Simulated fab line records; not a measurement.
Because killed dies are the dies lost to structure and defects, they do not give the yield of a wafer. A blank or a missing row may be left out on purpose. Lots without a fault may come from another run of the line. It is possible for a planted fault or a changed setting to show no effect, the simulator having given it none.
fab line records	flow nand_harc
record: lots: 24	wafers: 72	last_day: 34
route steps=1302 shown P_STI@90 P_GATE@202 P_CONTACT@244 P_M0@279 P_M2@340 P_BONDPAD@351
lots that met no fault: taken from a fault-free run of the same line
start_h: hours from the record's first day to the start of the lot's first wafer shown	wait_h: hours elapsed since this lot's preceding step	" same as the row above	L1.1+2: several wafers, shown together as one row	- value missing, or start not given	* or withheld: withheld	< > ~ a bound
route shown NAME@n: a module of which the file shows steps, and the number in the route of the first	usual: mean/standard deviation taken from wafers without a fault	same: alike in all rows	chamber/n: place in a boat	sites: the reading at each site	_std_site: how widely they spread, as a standard deviation	_edge_site: mean of outer sites minus mean of inner sites	radius_mm: how far each site lies from the wafer's centre	mask NAME#n: copy n	behind: the tool/chamber that last shaped the wafer	hold: why the lot went on hold/how many hours it stayed there/how the hold came to an end	device: transistor that didn't switch, given as n, p or np	end of line: the same wafers' tests at the end of the route	for a step that has no rows: nothing shown but its recipe	killed: dies lost to structure and defects at the first sort, not the wafer's yield	map: dies across one wafer; x = killed, . = not, _ = none there
set.NAME: the setting that was run; set.NAME@STEP: the one run at that earlier step	model.NAME: the simulator's own value behind a step, which no gauge read
one table for each step of the route and one row for each wafer, over a sample of lots
services: when a tool's chamber went out of use (start_h, in hours from the record's first day, below 0 if earlier), for how many hours, and the reason
== steps ==
step: NHARC_P_STI_ETCH_15
recipe: target_depth_a: 3000	taper_deg: 4	time_s: 100.1	hbr_flow_sccm: 150	cl2_flow_sccm: 50	rf_w: 400	icp_w: 400	bias_w: 100	chemistry: HBr/Cl2
usual: drypump_motor_current_A: 5.6/0.42	oes_product_au: 1.008/0.011	throttle_valve_pct: 26.406/0.0089
lot.wafer	tool	chamber	start_h	wait_h	drypump_motor_current_A	oes_product_au	rf_hours_counter_h	throttle_valve_pct
L074.1	rie_si-05	3	45.66	-	6.5	0.996	0.56	26.395
L074.3	"	1	"	"	5.1	0.985	0.49	26.406
L074.5	"	2	"	"	5.9	1.024	-	26.417
L075.3	rie_si-05	2	54.28	-	5.9	1.028	0.62	26.401
L075.1	"	3	"	"	6.5	0.989	0.69	26.415
L075.4	"	0	"	"	5.9	0.989	0.71	26.400
L076.4	rie_si-04	1	64.10	-	5.4	1.008	0.33	26.406
L076.1	"	2	"	"	5.9	1.011	0.39	26.405
L076.6	"	3	"	"	5.0	1.012	-	26.401
L077.3	rie_si-04	1	74.62	-	5.4	1.015	0.45	26.402
L077.5	"	2	"	"	5.9	1.006	-	26.415
L077.6	"	3	"	"	5.0	1.005	-	26.407
L078.3	rie_si-06	3	84.57	-	5.4	1.002	0.01	26.413
L078.4	"	2	"	"	5.3	0.985	0.01	26.394
L078.6	"	3	"	"	5.4	1.002	-	26.412
L079.4	rie_si-04	0	93.43	-	5.9	1.008	0.45	26.401
L079.1	"	1	"	"	5.4	1.006	0.52	26.396
L079.5	"	3	"	"	5.0	1.008	-	26.409
L080.2	rie_si-06	3	106.94	-	5.5	1.001	0.19	26.412
L080.4	"	1	"	"	5.5	1.003	0.14	26.394
L080.6	"	3	"	"	5.4	1.000	-	26.415
L081.3	rie_si-06	1	114.22	-	5.5	1.011	0.18	26.407
L081.4	"	2	"	"	5.3	0.989	0.19	26.410
L081.5	"	1	"	"	5.5	1.009	-	26.419
L082.3	rie_si-06	3	125.42	-	5.4	0.993	0.31	26.405
L082.6	"	0	"	"	5.7	1.018	-	26.426
L082.5	"	1	"	"	5.6	1.001	-	26.403
L083.1	rie_si-04	2	135.93	-	5.9	1.019	0.79	26.403
L083.3	"	3	"	"	5.0	1.012	0.85	26.392
L083.2	"	0	"	"	5.8	1.000	0.72	26.400
L084.3	rie_si-06	0	144.09	-	5.7	1.013	0.48	26.397
L084.2	"	1	"	"	5.5	1.022	0.41	26.388
L084.6	"	0	"	"	5.7	1.033	-	26.415
L085.4	rie_si-06	2	158.13	-	5.3	0.984	0.46	26.409
L085.5	"	0	"	"	5.7	1.010	-	26.405
L085.6	"	1	"	"	5.6	1.007	-	26.384
L086.2	rie_si-05	3	166.28	-	6.6	0.992	0.22	26.412
L086.6	"	2	"	"	5.9	1.008	-	26.393
L086.5	"	3	"	"	6.6	0.989	-	26.418
L087.3	rie_si-04	0	175.44	-	5.8	1.019	0.01	26.430
L087.2	"	2	"	"	5.9	1.011	0.01	26.390
L087.6	"	1	"	"	5.4	1.016	-	26.402
L088.4	rie_si-04	3	185.97	-	5.0	1.006	0.11	26.392
L088.3	"	1	"	"	5.4	1.010	0.16	26.398
L088.6	"	3	"	"	5.0	1.010	-	26.416
L089.3	rie_si-06	2	195.33	-	5.3	0.984	0.70	26.409
L089.4	"	3	"	"	5.4	1.001	0.76	26.394
L089.5	"	3	"	"	5.5	0.999	-	26.405
L090.2	rie_si-05	1	207.41	-	5.1	0.993	0.19	26.408
L090.3	"	2	"	"	6.0	1.011	0.48	26.414
L090.6	"	2	"	"	6.0	1.008	-	26.418
L091.4	rie_si-05	0	215.98	-	5.9	1.019	0.63	26.402
L091.1	"	1	"	"	5.1	0.998	0.28	26.424
L091.6	"	1	"	"	5.1	1.003	-	26.404
L092.4	rie_si-05	0	223.72	-	5.9	1.023	0.73	26.403
L092.3	"	2	"	"	5.9	1.007	0.65	26.409
L092.5	"	3	"	"	6.6	0.996	-	26.403
L093.4	rie_si-05	2	237.48	-	5.9	1.018	0.73	26.404
L093.3	"	3	"	"	6.6	1.009	0.72	26.401
L093.2	"	1	"	"	5.1	0.999	0.48	26.399
L094.4	rie_si-04	0	243.51	-	5.8	1.018	0.52	26.402
L094.6	"	2	"	"	5.9	1.024	-	26.417
L094.5	"	3	"	"	5.0	1.001	-	26.398
L095.2	rie_si-04	1	257.48	-	5.4	1.014	0.56	26.411
L095.4	"	0	"	"	5.8	1.011	-	26.407
L095.5	"	1	"	"	5.4	1.002	-	26.417
L096.1	rie_si-04	0	264.97	-	5.8	1.013	0.73	26.403
L096.4	"	2	"	"	5.9	1.020	0.48	26.408
L096.5	"	3	"	"	5.0	1.015	-	26.391
L097.3	rie_si-04	0	274.77	-	5.9	1.015	0.81	26.407
L097.1	"	1	"	"	5.4	1.014	0.73	26.415
L097.5	"	0	"	"	5.8	1.010	-	26.422
step: NHARC_P_GATE_DESCUM_93
recipe: time_s: 3	o2_flow_sccm: 200	ar_flow_sccm: 0	bias_power_w: 0	chemistry: O2
usual: drypump_motor_current_A: 5.9/0.33	oes_product_au: 1.003/0.01	rf_vpp_V: 57.9/0.84	showerhead_plenum_p_Torr: 1.93/0.071	throttle_valve_pct: 11.310/0.0085
lot.wafer	tool	chamber	start_h	wait_h	drypump_motor_current_A	oes_product_au	rf_hours_counter_h	rf_vpp_V	showerhead_plenum_p_Torr	throttle_valve_pct
L074.1	rie_diel-03	2	115.53	-	5.8	1.014	0	59.0	1.97	11.305
L074.3	"	1	"	"	5.7	1.003	0	58.7	1.94	11.306
L074.5	"	2	"	"	5.8	1.017	-	57.9	1.97	11.308
L075.4	rie_diel-11	2	118.59	-	6.4	1.013	2	59.3	2.04	11.296
L075.1	"	0	"	"	5.3	1.011	2	57.0	1.91	11.309
L075.3	"	1	"	"	6.1	1.025	1	57.7	1.88	11.308
L076.4	rie_diel-03	2	128.91	-	5.7	1.003	0	58.7	1.97	11.306
L076.1	"	3	"	"	5.9	0.999	0	59.1	2.01	11.297
L076.6	"	1	"	"	5.7	0.981	-	58.0	1.94	11.297
L077.3	rie_diel-11	2	147.08	-	6.4	1.008	2	58.2	2.04	11.328
L077.5	"	2	"	"	6.4	1.008	-	60.1	2.04	11.306
L077.6	"	3	"	"	5.5	1.000	-	58.6	2.07	11.314
L078.3	rie_diel-03	1	152.07	-	5.7	0.992	2	57.9	1.94	11.304
L078.4	"	2	"	"	5.7	1.009	2	58.1	1.97	11.312
L078.6	"	2	"	"	5.8	1.002	-	55.9	1.97	11.317
L079.1	rie_diel-03	0	157.04	-	5.9	1.011	1	57.8	1.86	11.306
L079.5	"	0	"	"	5.9	1.019	-	56.6	1.86	11.313
L079.4	"	2	"	"	5.7	1.010	-	59.0	1.97	11.317
L080.2	rie_diel-07	0	172.79	-	5.8	0.988	4	56.9	1.86	11.322
L080.4	"	2	"	"	6.4	0.999	2	58.1	1.98	11.312
L080.6	"	0	"	"	5.8	0.991	-	58.4	1.86	11.315
L081.4	rie_diel-03	1	183.65	-	5.7	0.993	4	58.0	1.94	11.313
L081.3	"	2	"	"	5.7	1.006	4	57.7	1.97	11.296
L081.5	"	0	"	"	5.8	1.004	-	58.8	1.86	11.302
L082.3	rie_diel-03	0	196.71	-	5.9	0.997	3	57.7	1.86	11.317
L082.6	"	0	"	"	5.9	0.994	-	59.0	1.86	11.311
L082.5	"	1	"	"	5.7	0.986	-	58.4	1.94	11.306
L083.1	rie_diel-07	2	202.36	-	6.4	1.003	5	59.4	1.98	11.304
L083.2	"	0	"	"	5.8	0.989	6	58.2	1.86	11.301
L083.3	"	1	"	"	6.4	0.998	4	57.8	1.86	11.304
L084.3	rie_diel-07	1	214.54	-	6.4	0.996	5	57.8	1.86	11.313
L084.2	"	3	"	"	5.8	0.999	4	56.6	1.87	11.313
L084.6	"	1	"	"	6.4	0.994	-	57.6	1.86	11.316
L085.4	rie_diel-11	3	231.73	-	5.4	1.000	7	58.5	2.07	11.311
L085.6	"	1	"	"	6.2	1.022	-	57.6	1.87	11.318
L085.5	"	2	"	"	6.4	1.015	-	57.2	2.04	11.310
L086.2	rie_diel-07	1	235.30	-	6.4	0.999	7	58.0	1.86	11.323
L086.5	"	2	"	"	6.4	0.993	-	58.8	1.98	11.308
L086.6	"	3	"	"	5.8	0.988	-	56.6	1.87	11.306
L087.2	rie_diel-07	2	241.98	-	6.4	0.998	8	56.6	1.98	11.328
L087.3	"	0	"	"	5.8	0.996	9	57.1	1.86	11.314
L087.6	"	2	"	"	6.4	0.993	-	57.4	1.98	11.314
L088.3	rie_diel-03	2	259.22	-	5.7	1.000	9	54.7	1.97	11.307
L088.4	"	3	"	"	5.9	1.013	8	59.0	2.01	11.314
L088.6	"	1	"	"	5.8	0.995	-	57.7	1.94	11.309
L089.3	rie_diel-03	2	259.55	-	5.7	1.004	9	57.5	1.97	11.298
L089.4	"	3	"	"	5.9	1.005	8	58.7	2.01	11.306
L089.5	"	3	"	"	6.0	1.002	-	58.3	2.01	11.298
L090.2	rie_diel-11	2	278.48	-	6.4	1.020	2	58.0	2.04	11.318
L090.3	"	3	"	"	5.5	0.996	2	59.8	2.07	11.308
L090.6	"	3	"	"	5.5	0.998	-	58.0	2.07	11.308
L091.1	rie_diel-07	2	282.24	-	6.4	1.001	9	57.6	1.98	11.321
L091.4	"	3	"	"	5.8	1.003	7	58.1	1.87	11.318
L091.6	"	0	"	"	5.8	0.993	-	58.6	1.86	11.294
L092.4	rie_diel-07	1	290.81	-	6.4	1.002	10	57.5	1.86	11.307
L092.3	"	0	"	"	5.8	0.978	11	57.8	1.86	11.294
L092.5	"	2	"	"	6.4	0.992	-	57.6	1.98	11.287
L093.3	rie_diel-03	0	304.01	-	5.9	1.015	1	57.9	1.86	11.315
L093.2	"	1	"	"	5.7	1.000	1	58.2	1.94	11.303
L093.4	"	2	"	"	5.7	0.991	1	57.9	1.97	11.305
L094.4	rie_diel-07	0	320.32	-	5.8	0.998	1	58.1	1.86	11.314
L094.5	"	2	"	"	6.4	1.018	-	57.3	1.98	11.328
L094.6	"	3	"	"	5.8	1.003	-	56.4	1.87	11.315
L095.4	rie_diel-07	1	332.80	-	6.4	1.005	2	57.2	1.86	11.300
L095.2	"	3	"	"	5.8	1.011	2	58.0	1.87	11.311
L095.5	"	0	"	"	5.8	1.017	-	58.2	1.86	11.315
L096.1	rie_diel-11	1	335.77	-	6.2	0.998	3	58.1	1.87	11.310
L096.4	"	3	"	"	5.5	0.982	4	57.9	2.06	11.299
L096.5	"	2	"	"	6.4	1.009	-	59.3	2.03	11.319
L097.1	rie_diel-11	2	343.41	-	6.4	1.019	4	59.3	2.03	11.312
L097.3	"	3	"	"	5.5	1.005	4	59.4	2.06	11.303
L097.5	"	1	"	"	6.1	1.002	-	57.4	1.87	11.316
step: NHARC_P_CONTACT_DEGAS_38
recipe: temp_c: 300	time_s: 60
usual: heater_power_w: 471/49
lot.wafer	tool	chamber	start_h	wait_h	heater_power_w
L074.1	pvd_sputter-02	-	121.81	-	490
L074.3	"	-	"	"	431
L074.5	"	-	"	"	491
L075.3	pvd_sputter-03	-	124.87	-	472
L075.1	"	-	"	"	536
L075.4	"	-	"	"	426
L076.4	pvd_sputter-03	-	135.18	-	528
L076.1	"	-	"	"	519
L076.6	"	-	"	"	525
L077.3	pvd_sputter-02	-	153.36	-	443
L077.6	"	-	"	"	434
L077.5	"	-	"	"	485
L078.3	pvd_sputter-02	-	158.35	-	440
L078.4	"	-	"	"	484
L078.6	"	-	"	"	420
L079.1	pvd_sputter-02	-	163.43	-	430
L079.4	"	-	"	"	440
L079.5	"	-	"	"	419
L080.2	pvd_sputter-01	-	179.54	-	580
L080.4	"	-	"	"	502
L080.6	"	-	"	"	411
L081.3	pvd_sputter-02	-	189.94	-	435
L081.4	"	-	"	"	433
L081.5	"	-	"	"	429
L082.3	pvd_sputter-03	-	202.88	-	467
L082.6	"	-	"	"	409
L082.5	"	-	"	"	459
L083.2	pvd_sputter-01	-	208.52	-	447
L083.3	"	-	"	"	512
L083.1	"	-	"	"	417
L084.2	pvd_sputter-01	-	220.98	-	422
L084.3	"	-	"	"	426
L084.6	"	-	"	"	416
L085.4	pvd_sputter-01	-	238.47	-	516
L085.5	"	-	"	"	522
L085.6	"	-	"	"	435
L086.2	pvd_sputter-02	-	241.61	-	429
L086.6	"	-	"	"	443
L086.5	"	-	"	"	495
L087.3	pvd_sputter-03	-	248.28	-	469
L087.2	"	-	"	"	522
L087.6	"	-	"	"	466
L088.4	pvd_sputter-01	-	265.44	-	451
L088.3	"	-	"	"	420
L088.6	"	-	"	"	583
L089.4	pvd_sputter-02	-	265.97	-	443
L089.3	"	-	"	"	432
L089.5	"	-	"	"	439
L090.2	pvd_sputter-01	-	284.98	-	451
L090.3	"	-	"	"	558
L090.6	"	-	"	"	448
L091.1	pvd_sputter-03	-	288.40	-	415
L091.4	"	-	"	"	470
L091.6	"	-	"	"	399
L092.3	pvd_sputter-01	-	296.98	-	525
L092.4	"	-	"	"	438
L092.5	"	-	"	"	573
L093.2	pvd_sputter-03	-	310.53	-	469
L093.4	"	-	"	"	533
L093.3	"	-	"	"	510
L094.4	pvd_sputter-01	-	326.61	-	510
L094.6	"	-	"	"	419
L094.5	"	-	"	"	564
L095.2	pvd_sputter-03	-	339.71	-	464
L095.4	"	-	"	"	520
L095.5	"	-	"	"	465
L096.4	pvd_sputter-02	-	342.45	-	458
L096.1	"	-	"	"	419
L096.5	"	-	"	"	487
L097.1	pvd_sputter-02	-	349.68	-	440
L097.3	"	-	"	"	435
L097.5	"	-	"	"	447
step: NHARC_P_M0_THK_MEAS_24
recipe: thk_meas_gauge: xrf
usual: thk_nm: 117.8/1.5
lot.wafer	tool	chamber	start_h	wait_h	thk_nm
L074.1	film_metro-02	-	126.74	-	119.5
L074.3	"	-	"	"	118.5
L074.5	"	-	"	"	120.1
L075.1	film_metro-02	-	129.76	-	115.4
L075.3	"	-	"	"	117.9
L075.4	"	-	"	"	115.5
L076.1	film_metro-01	-	140.27	-	118.5
L076.4	"	-	"	"	118.1
L076.6	"	-	"	"	118.1
L077.3	film_metro-01	-	158.31	-	119.3
L077.5	"	-	"	"	119.0
L077.6	"	-	"	"	117.6
L078.3	film_metro-02	-	163.43	-	117.3
L078.4	"	-	"	"	115.4
L078.6	"	-	"	"	117.2
L079.1	film_metro-02	-	168.57	-	117.4
L079.4	"	-	"	"	118.0
L079.5	"	-	"	"	118.1
L080.2	film_metro-01	-	184.86	-	115.9
L080.4	"	-	"	"	116.4
L080.6	"	-	"	"	119.5
L081.3	film_metro-01	-	195.24	-	120.1
L081.4	"	-	"	"	116.6
L081.5	"	-	"	"	119.0
L082.3	film_metro-02	-	207.77	-	119.2
L082.5	"	-	"	"	118.2
L082.6	"	-	"	"	116.8
L083.1	film_metro-01	-	213.55	-	116.2
L083.2	"	-	"	"	118.0
L083.3	"	-	"	"	118.4
L084.2	film_metro-02	-	226.16	-	116.0
L084.3	"	-	"	"	116.6
L084.6	"	-	"	"	118.3
L085.4	film_metro-02	-	243.38	-	117.9
L085.5	"	-	"	"	114.6
L085.6	"	-	"	"	117.1
L086.2	film_metro-01	-	246.45	-	116.4
L086.5	"	-	"	"	117.7
L086.6	"	-	"	"	119.8
L087.2	film_metro-02	-	253.30	-	120.4
L087.3	"	-	"	"	116.5
L087.6	"	-	"	"	117.9
L088.3	film_metro-02	-	270.35	-	120.0
L088.4	"	-	"	"	116.3
L088.6	"	-	"	"	119.1
L089.3	film_metro-01	-	270.88	-	116.7
L089.4	"	-	"	"	117.5
L089.5	"	-	"	"	119.9
L090.2	film_metro-02	-	290.01	-	113.7
L090.3	"	-	"	"	116.2
L090.6	"	-	"	"	115.6
L091.1	film_metro-02	-	293.33	-	118.2
L091.4	"	-	"	"	117.2
L091.6	"	-	"	"	118.3
L092.3	film_metro-02	-	301.98	-	116.5
L092.4	"	-	"	"	117.5
L092.5	"	-	"	"	116.0
L093.2	film_metro-02	-	315.42	-	116.9
L093.3	"	-	"	"	118.9
L093.4	"	-	"	"	117.7
L094.4	film_metro-01	-	332.82	-	113.9
L094.5	"	-	"	"	118.9
L094.6	"	-	"	"	118.7
L095.2	film_metro-01	-	344.65	-	117.0
L095.4	"	-	"	"	119.0
L095.5	"	-	"	"	119.1
L096.1	film_metro-01	-	347.39	-	116.4
L096.4	"	-	"	"	118.4
L096.5	"	-	"	"	119.1
L097.1	film_metro-01	-	354.51	-	116.6
L097.3	"	-	"	"	120.3
L097.5	"	-	"	"	119.9
step: NHARC_P_M2_PVD_20
recipe: target_thk_a: 50	bias_v: 168.6	power_w: 15000	chamber_pressure_pa: 0.12	time_s: 8.06	substrate_temp_c: 50	material: TaN
usual: cathode_dc_power_W: 15000/2.9	throttle_valve_pct: 29.9/1.2
lot.wafer	tool	chamber	start_h	wait_h	cathode_dc_power_W	throttle_valve_pct
L074.1	pvd_sputter-03	-	-	-	15006	30.2
L074.3	"	-	"	"	14997	29.0
L074.5	"	-	"	"	15002	30.1
L075.4	pvd_sputter-02	-	-	-	15002	31.6
L075.1	"	-	"	"	14999	30.6
L075.3	"	-	"	"	15004	30.5
L076.1	pvd_sputter-01	-	-	-	14998	31.0
L076.4	"	-	"	"	14997	30.0
L076.6	"	-	"	"	14995	29.2
L077.3	pvd_sputter-02	-	-	-	15001	30.2
L077.5	"	-	"	"	14998	30.0
L077.6	"	-	"	"	14998	31.3
L078.3	pvd_sputter-01	-	-	-	15000	29.9
L078.4	"	-	"	"	15004	29.2
L078.6	"	-	"	"	15000	29.3
L079.1	pvd_sputter-02	-	-	-	14999	30.2
L079.4	"	-	"	"	14996	31.6
L079.5	"	-	"	"	14998	30.2
L080.4	pvd_sputter-03	-	-	-	14999	30.1
L080.2	"	-	"	"	15006	28.7
L080.6	"	-	"	"	14991	29.8
L081.3	pvd_sputter-02	-	-	-	15000	30.3
L081.4	"	-	"	"	14997	31.9
L081.5	"	-	"	"	15002	27.5
L082.3	pvd_sputter-01	-	-	-	14998	30.2
L082.5	"	-	"	"	14997	29.2
L082.6	"	-	"	"	14996	29.3
L083.1	pvd_sputter-02	-	-	-	15000	30.5
L083.3	"	-	"	"	14994	30.4
L083.2	"	-	"	"	14997	31.8
L084.2	pvd_sputter-02	-	-	-	14997	31.8
L084.3	"	-	"	"	15001	27.4
L084.6	"	-	"	"	15003	31.6
L085.4	pvd_sputter-03	-	-	-	14999	30.3
L085.6	"	-	"	"	14995	30.1
L085.5	"	-	"	"	14999	29.0
L086.2	pvd_sputter-02	-	-	-	14997	30.3
L086.5	"	-	"	"	14999	31.8
L086.6	"	-	"	"	15003	27.4
L087.2	pvd_sputter-02	-	-	-	15001	30.2
L087.3	"	-	"	"	15001	27.5
L087.6	"	-	"	"	14997	30.1
L088.3	pvd_sputter-01	-	-	-	14996	28.8
L088.4	"	-	"	"	14997	30.5
L088.6	"	-	"	"	14998	30.1
L089.3	pvd_sputter-02	-	-	-	14995	31.4
L089.4	"	-	"	"	14997	30.4
L089.5	"	-	"	"	15005	27.5
L090.2	pvd_sputter-03	-	-	-	15003	29.1
L090.3	"	-	"	"	15004	30.0
L090.6	"	-	"	"	14997	31.6
L091.1	pvd_sputter-01	-	-	-	14998	29.0
L091.4	"	-	"	"	14998	30.1
L091.6	"	-	"	"	14997	30.5
L092.3	pvd_sputter-01	-	-	-	15000	30.1
L092.4	"	-	"	"	14996	30.1
L092.5	"	-	"	"	14995	30.4
L093.4	pvd_sputter-01	-	-	-	15002	30.4
L093.3	"	-	"	"	15008	30.4
L093.2	"	-	"	"	15001	30.0
L094.4	pvd_sputter-02	-	-	-	14999	30.3
L094.6	"	-	"	"	15002	30.3
L094.5	"	-	"	"	15001	30.8
L095.4	pvd_sputter-02	-	-	-	14997	30.9
L095.2	"	-	"	"	15003	28.2
L095.5	"	-	"	"	15002	30.2
L096.4	pvd_sputter-01	-	-	-	15001	30.0
L096.1	"	-	"	"	14999	28.9
L096.5	"	-	"	"	14998	30.1
L097.3	pvd_sputter-01	-	-	-	14999	30.3
L097.1	"	-	"	"	14999	30.2
L097.5	"	-	"	"	15000	30.1
step: NHARC_P_BONDPAD_DEP_00
recipe: target_thk_a: 2500	temp_c: 370	target_thk_nm: 250	pressure_torr: 3	flow_sccm: 200	rf_w: 450	material: SiCN
usual: heater_power_w: 616/110
lot.wafer	tool	chamber	start_h	wait_h	heater_power_w
L074.1	pecvd-03	0	135.80	-	692
L074.3	"	1	"	"	501
L074.5	"	2	"	"	433
L075.3	pecvd-04	2	-	-	699
L075.1	"	1	"	"	549
L075.4	"	1	"	"	564
L076.1	pecvd-01	1	149.40	-	682
L076.6	"	2	"	"	504
L076.4	"	0	"	"	574
L077.3	pecvd-03	0	167.31	-	720
L077.5	"	2	"	"	502
L077.6	"	0	"	"	731
L078.3	pecvd-04	0	-	-	476
L078.4	"	0	"	"	486
L078.6	"	1	"	"	547
L079.1	pecvd-04	2	-	-	720
L079.5	"	0	"	"	546
L079.4	"	1	"	"	502
L080.2	pecvd-04	0	-	-	498
L080.6	"	2	"	"	752
L080.4	"	1	"	"	620
L081.3	pecvd-01	0	204.21	-	603
L081.4	"	1	"	"	808
L081.5	"	2	"	"	546
L082.3	pecvd-04	0	217.00	-	559
L082.5	"	2	"	"	703
L082.6	"	0	"	"	542
L083.1	pecvd-04	0	222.53	-	472
L083.2	"	1	"	"	603
L083.3	"	2	"	"	767
L084.2	pecvd-04	1	235.27	-	617
L084.3	"	0	"	"	549
L084.6	"	1	"	"	622
L085.6	pecvd-01	2	252.72	0.4	554
L085.5	"	0	"	"	640
L085.4	"	1	"	"	699
L086.2	pecvd-01	2	255.92	-	473
L086.6	"	2	"	"	486
L086.5	"	0	"	"	661
L087.2	pecvd-04	1	262.44	-	605
L087.3	"	2	"	"	715
L087.6	"	0	"	"	567
L088.3	pecvd-01	1	-	-	700
L088.6	"	0	"	"	619
L088.4	"	1	"	"	694
L089.3	pecvd-03	1	-	-	597
L089.4	"	0	"	"	647
L089.5	"	1	"	"	627
L090.3	pecvd-01	2	299.48	-	457
L090.2	"	1	"	"	776
L090.6	"	0	"	"	623
L091.1	pecvd-01	1	302.25	-	751
L091.4	"	1	"	"	775
L091.6	"	2	"	"	503
L092.3	pecvd-04	0	-	-	483
L092.4	"	0	"	"	499
L092.5	"	1	"	"	560
L093.3	pecvd-04	1	324.52	-	605
L093.2	"	2	"	"	851
L093.4	"	1	"	"	629
L094.4	pecvd-04	2	341.86	-	843
L094.5	"	0	"	"	534
L094.6	"	1	"	"	574
L095.2	pecvd-01	1	353.84	-	740
L095.4	"	0	"	"	720
L095.5	"	1	"	"	749
L096.1	pecvd-03	2	356.30	-	465
L096.5	"	0	"	"	716
L096.4	"	1	"	"	581
L097.3	pecvd-01	1	363.62	-	727
L097.1	"	2	"	"	510
L097.5	"	0	"	"	677
== services ==
tool	chamber	start_h	hours	kind
pvd_sputter-01	-	39.72	6.6	repair
pvd_sputter-01	-	48.03	10.0	pm
rie_si-04	1	58.61	2.2	repair
rie_si-04	0	67.29	1.9	repair
pvd_sputter-01	-	76.15	0.6	repair
pvd_sputter-02	-	85.59	0.9	repair
pecvd-04	-	88.13	13.0	pm
pvd_sputter-03	-	91.00	1.0	repair
pvd_sputter-01	-	92.04	2.8	repair
pvd_sputter-02	-	104.06	10.0	pm
rie_si-04	-	165.00	9.0	pm
pvd_sputter-03	-	170.00	10.0	pm
pvd_sputter-01	-	226.03	10.0	pm
pvd_sputter-03	-	233.17	1.1	repair
rie_si-04	2	234.33	6.5	repair
pvd_sputter-03	-	237.84	4.3	repair
pecvd-04	0	248.34	4.1	repair
pvd_sputter-01	-	257.35	3.0	repair
pecvd-04	-	269.13	13.0	pm
pvd_sputter-02	-	282.06	10.0	pm
pvd_sputter-02	-	311.82	4.8	repair
pecvd-04	1	324.70	4.3	repair
pvd_sputter-03	-	348.00	10.0	pm
pvd_sputter-02	-	355.17	1.1	repair
== key ==
fault none
